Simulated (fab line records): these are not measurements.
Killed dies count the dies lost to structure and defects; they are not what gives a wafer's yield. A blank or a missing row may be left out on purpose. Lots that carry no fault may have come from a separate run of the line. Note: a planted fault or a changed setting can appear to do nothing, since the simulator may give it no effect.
Matching of chambers ; flow n5_finfet ; N5_BEOL_M7_VIA_ETCH_34 on rie_diel-03 has 4 sister chambers
The step etches SiCOH lowk in C4F6/O2, target depth 125.5 nm, time 50.5 s. 8 wafers are shown with their chamber, then 8 later ones without.

WAFERS, EACH WITH ITS CHAMBER
wafer;chamber;showerhead_plenum_p_Torr (Torr);drypump_motor_current_A (A)
L083.2;0;2.63;5.7
L083.3;2;2.94;5.1
L086.2;0;2.63;5.7
L086.3;3;2.70;5.7
L087.3;3;2.70;5.7
L087.5;1;2.79;5.6
L087.6;2;2.93;5.2
L096.1;1;2.78;5.6

WAFERS WITH NO CHAMBER GIVEN
wafer;showerhead_plenum_p_Torr (Torr);drypump_motor_current_A (A)
L096.3;2.69;5.7
L096.4;2.92;5.2
L095.1;2.61;5.7
L095.2;2.92;5.2
L095.5;2.92;5.2
L097.1;2.69;5.7
L097.2;2.61;5.7
L097.5;2.92;5.1

WHICH CHAMBER EACH ONE RAN IN
wafer;from the rows above;in truth
L096.3;3;3
L096.4;2;2
L095.1;0;0
L095.2;2;2
L095.5;2;2
L097.1;3;3
L097.2;0;0
L097.5;2;2
Placed correctly: 8 of 8. Can't be placed from these rows: 0. Wrongly placed: 0.
How it was worked out, from the rows above alone: a wafer's distance from a chamber is the root of the sum, over the readings, of the square of ((its reading less the chamber's mean) divided by the reading's scatter). The wafer belongs to the nearest chamber; if the next one is less than 2 further off, it can't be placed. The mean given for a chamber averages the wafers shown for that chamber. The scatter: take each reading less its chamber's mean, square it, sum over the shown wafers, divide by the number of wafers less the number of chambers, and take the root.
